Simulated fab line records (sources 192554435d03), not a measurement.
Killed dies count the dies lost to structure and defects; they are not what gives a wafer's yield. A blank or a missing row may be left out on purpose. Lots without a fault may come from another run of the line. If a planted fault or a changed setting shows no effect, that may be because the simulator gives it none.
The tool behind it: which one? ; flow n5Finfet ; 10 lots with 29 wafers sampled at 7 steps, on a route of 1938 steps

== WHAT THE GAUGES SHOWED, per wafer ==
N5_BEOL_M1_RS_MEAS_58: a four-point-probe measurement. Usual: M1_RS typically reads 0.67 ohm/sq, with standard deviation 0.032.
lot;measured;on;M1_RS (ohm/sq);flag
L613;day 7 06:08;filmMetro-02;0.67 0.66 0.65;
L612;day 7 08:04;filmMetro-02;0.72 0.65 0.65;
L617;day 8 01:02;filmMetro-01;0.67 0.63 0.62;
L619;day 8 04:17;filmMetro-01;0.71 0.68 0.68;
L622;day 9 01:13;filmMetro-01;0.62 0.62 0.60;
L623;day 9 09:24;filmMetro-02;0.72 0.65;
L624;day 9 18:27;filmMetro-02;0.68 0.67 0.64;
L625;day 10 23:37;filmMetro-02;0.62 0.69 0.66;
L634;day 12 08:29;filmMetro-02;0.72 0.69 0.64;
L635;day 12 15:13;filmMetro-01;0.66 0.66 0.64;

N5_BEOL_M1_INSPECT_59: inspects for defects (darkfield). Usual: 76 for rawDefectCount, sd 23.
lot;measured;on;rawDefectCount;flag
L613;day 7 06:10;defectInspect-01;136 60 34;
L612;day 7 08:06;defectInspect-02;49 67 97;
L617;day 8 01:04;defectInspect-01;56 60 65;
L619;day 8 04:19;defectInspect-01;91 151 89;
L622;day 9 01:14;defectInspect-01;612 568 586;OFF
L623;day 9 09:26;defectInspect-01;70 88;
L624;day 9 18:28;defectInspect-02;587 645 577;OFF
L625;day 10 23:38;defectInspect-02;57 27 57;
L634;day 12 08:31;defectInspect-02;79 84 76;
L635;day 12 15:14;defectInspect-01;51 152 103;

N5_BEOL_M2_INSPECT_13: inspects for defects (brightfield). Usual: 452 for rawDefectCount, sd 95.
lot;measured;on;rawDefectCount;flag
L613;day 7 09:05;defectInspect-01;660 354 248;
L612;day 7 09:23;defectInspect-02;331 458 500;
L617;day 8 01:55;defectInspect-01;364 400 436;
L619;day 8 05:16;defectInspect-01;438 466 423;
L622;day 9 05:42;defectInspect-01;1051 993 1071;OFF
L623;day 9 12:23;defectInspect-01;467 442;
L624;day 9 19:39;defectInspect-02;895 946 837;OFF
L625;day 11 00:52;defectInspect-01;426 635 580;
L634;day 12 11:26;defectInspect-01;476 434 460;
L635;day 12 17:58;defectInspect-02;309 476 342;

N5_BEOL_M4_RC_MEAS_101. Usual: DIBL_N 36.5 mV/V, standard deviation 1.9; DIBL_P 36.4 mV/V, standard deviation 2.2; IOFF_N 0.17 nA/um, standard deviation 0.034; IOFF_P 0.21 nA/um, standard deviation 0.036; ION_N 678 uA/um, standard deviation 12; ION_P 462 uA/um, standard deviation 7.1; SS_N 71.7 mV/dec, standard deviation 0.61; SS_P 73.4 mV/dec, standard deviation 0.71; VT_N 249 mV, standard deviation 3.5; VT_P -251 mV, standard deviation 3.
lot;measured;on;DIBL_N (mV/V);DIBL_P (mV/V);IOFF_N (nA/um);IOFF_P (nA/um);ION_N (uA/um);ION_P (uA/um);SS_N (mV/dec);SS_P (mV/dec);VT_N (mV);VT_P (mV);flag
L613;day 8 17:21;prober-02;37.6 40.3 36.1;37.9 40.5 35.1;0.16 0.23 0.15;0.23 0.27 0.18;671 691 666;455 471 453;71.6 71.8 70.9;73.9 75.4 73.0;248 243 251;-250 -247 -253;
L612;day 8 17:50;prober-01;37.7 36.6 37.5;37.9 37.3 37.5;0.21 0.18 0.19;0.25 0.23 0.23;689 679 683;467 465 461;72.5 71.9 72.7;74.7 74.8 73.5;244 248 246;-249 -250 -251;
L617;day 9 17:25;prober-02;38.1 35.4 39.0;38.5 33.8 39.9;0.20 0.14 0.22;0.25 0.18 0.28;687 670 688;464 456 473;71.9 71.4 72.3;73.6 72.7 74.6;246 251 245;-249 -252 -248;
L619;day 10 22:04;prober-02;34.9 35.3 34.3;34.9 33.9 33.7;0.15 0.15 0.14;0.20 0.19 0.19;681 666 667;470 458 469;71.3 71.8 71.0;73.2 72.7 72.7;247 249 250;-250 -248 -253;
L622;day 11 14:27;prober-02;34.8 35.9 38.4;36.8 37.5 41.5;0.14 0.16 0.22;0.22 0.22 0.30;680 672 706;472 464 483;71.0 72.0 72.2;72.4 72.7 73.6;249 249 243;-247 -249 -243;
L623;day 12 10:33;prober-02;35.0 35.8;34.6 35.2;0.12 0.13;0.17 0.18;667 664;456 452;71.5 71.1;72.6 72.2;256 254;-254 -252;
L624;day 12 12:31;prober-01;38.7 37.4 39.8;36.9 35.4 39.0;0.17 0.15 0.20;0.20 0.18 0.24;686 657 690;460 455 466;71.9 71.2 72.5;73.5 73.8 74.3;248 254 249;-252 -254 -252;
L625;day 13 01:29;prober-01;37.5 38.6 37.2;36.2 39.0 37.2;0.16 0.19 0.16;0.18 0.22 0.19;668 682 672;446 451 452;72.7 71.7 72.5;73.4 73.4 73.2;253 247 254;-259 -252 -253;
L634;day 14 21:52;prober-01;33.3 37.5 36.8;33.5 38.2 36.7;0.13 0.19 0.18;0.15 0.21 0.20;663 677 680;460 459 460;71.1 72.0 71.3;72.2 73.9 73.4;250 248 244;-253 -250 -252;
L635;day 15 11:43;prober-01;36.4 34.1 34.1;35.3 32.6 32.6;0.16 0.13 0.13;0.21 0.17 0.18;669 673 676;459 464 466;71.8 71.4 71.1;73.7 72.4 73.0;250 253 251;-250 -253 -252;

== TOOL THAT RAN EACH LOT (tool first, then ch and the chambers of the sampled wafers, then the start) ==
lot;N5_BEOL_M1_ANNEAL_91;N5_BEOL_M1_PRE_CLEAN_56;N5_BEOL_M2_PECVD_72
L613;pvdSputter-03, day 7 04:31;pecvd-04 ch 0,1,2, day 7 06:03;pecvd-03 ch 1,2, day 7 06:19
L612;pvdSputter-01, day 7 06:26;pecvd-04 ch 0,1, day 7 07:59;pecvd-01 ch 1,2, day 7 08:14
L617;pvdSputter-03, day 7 23:25;pecvd-04 ch 1,2, day 8 00:57;pecvd-02 ch 0,1,2, day 8 01:12
L619;pvdSputter-02, day 8 02:40;pecvd-04 ch 1,2, day 8 04:12;pecvd-02 ch 0,2, day 8 04:28
L622;pvdSputter-01, day 8 23:27;pecvd-04 ch 0,1,2, day 9 01:07;pecvd-02 ch 0,2, day 9 01:23
L623;pvdSputter-01, day 9 07:44;pecvd-02 ch 1,2, day 9 09:19;pecvd-02 ch 1, day 9 09:34
L624;pvdSputter-01, day 9 16:49;pecvd-04 ch 0,1, day 9 18:21;pecvd-03 ch 0,2, day 9 18:38
L625;pvdSputter-03, day 10 21:59;pecvd-03 ch 0,1, day 10 23:31;pecvd-03 ch 0,2, day 10 23:47
L634;pvdSputter-01, day 12 06:10;pecvd-02 ch 0,1, day 12 08:23;pecvd-01 ch 0,1, day 12 08:39
L635;pvdSputter-02, day 12 13:35;pecvd-02 ch 0,1,2, day 12 15:08;pecvd-01 ch 0,1, day 12 15:24
- N5_BEOL_M1_ANNEAL_91: time 240 s.
- N5_BEOL_M1_PRE_CLEAN_56: time 15 s.
- N5_BEOL_M2_PECVD_72: deposits SiO2 from TEOS/O2, target thk 16 nm, time 18 s.

== AS READ BY THE TOOLS THEMSELVES (means over the sampled wafers that have a number; for cases with no such wafer, the mark the record gives instead) ==
N5_BEOL_M1_ANNEAL_91. Usual: heaterPowerW 812 W, standard deviation 72; susceptorTempC 400.03 C, standard deviation 0.22; susceptor_temp_C_max 400.9, standard deviation 0.3.
lot;tool;heaterPowerW (W);susceptorTempC (C);susceptor_temp_C_max;flag
L613;pvdSputter-03;835;400.21;401.2;
L612;pvdSputter-01;741;400.10;401.0;
L617;pvdSputter-03;797;400.13;401.1;
L619;pvdSputter-02;824;399.91;401.2;
L622;pvdSputter-01;768;399.97;400.9;
L623;pvdSputter-01;813;399.81;401.0;
L624;pvdSputter-01;753;399.90;400.6;
L625;pvdSputter-03;816;399.82;400.9;
L634;pvdSputter-01;775;400.11;400.9;
L635;pvdSputter-02;842;399.83;400.8;

N5_BEOL_M2_PECVD_72. Usual: heaterPowerOuterW 429 W, standard deviation 60; heaterPowerW 723 W, standard deviation 97; showerheadPlenumPTorr 8.75 Torr, standard deviation 0.071; susceptorTempC 400.00 C, standard deviation 0.2; throttleValvePct 21.8 %, standard deviation 0.71.
lot;tool;heaterPowerOuterW (W);heaterPowerW (W);showerheadPlenumPTorr (Torr);susceptorTempC (C);throttleValvePct (%);flag
L613;pecvd-03;494;860;8.72;400.24;21.9;
L612;pecvd-01;400;661;8.72;399.85;22.0;
L617;pecvd-02;477;794;8.79;399.94;21.7;
L619;pecvd-02;471;804;8.81;399.96;21.6;
L622;pecvd-02;457;798;8.78;399.97;22.0;
L623;pecvd-02;421;696;8.77;399.89;21.8;
L624;pecvd-03;409;709;8.65;399.92;21.6;
L625;pecvd-03;438;707;8.69;399.86;21.7;
L634;pecvd-01;425;732;8.77;400.00;22.0;
L635;pecvd-01;450;755;8.83;400.11;21.3;

== THE ANSWER, worked out from the rows above alone ==
Rule: take the mean of a lot's wafers that have a number; if it is more than 3 standard deviations from the usual mean, the lot is off. A lot without any number at a reading at which 4 lots or more have one is off too. The other lots that the step has rows for count as sound. After the gauges, taken in route order, come the tools' own readings; for these a lot's mean is taken, as printed above. At the first step where some lot is off, the reading lying furthest off is the one used; lots without a number count as furthest.
Off at N5_BEOL_M1_INSPECT_59 (rawDefectCount): L622, L624.
If a tool, at a process step before that reading, ran all the lots that are off and no sound lot after the first of them, it fits. Those tools and the gauges at N5_BEOL_M1_INSPECT_59 are tried in the same way. One candidate fits, namely pecvd-04 at N5_BEOL_M1_PRE_CLEAN_56. Its last sound lot is L619 (day 8 04:12), its first lot that is off L622 (day 9 01:07): a fault that began between those two fits.

== WHAT THE SIMULATOR HAD PUT IN ==
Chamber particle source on pecvd-04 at N5_BEOL_M1_PRE_CLEAN_56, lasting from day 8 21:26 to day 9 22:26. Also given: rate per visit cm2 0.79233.
Struck lots among those shown: L622, L624. The rule given above showed the same thing.
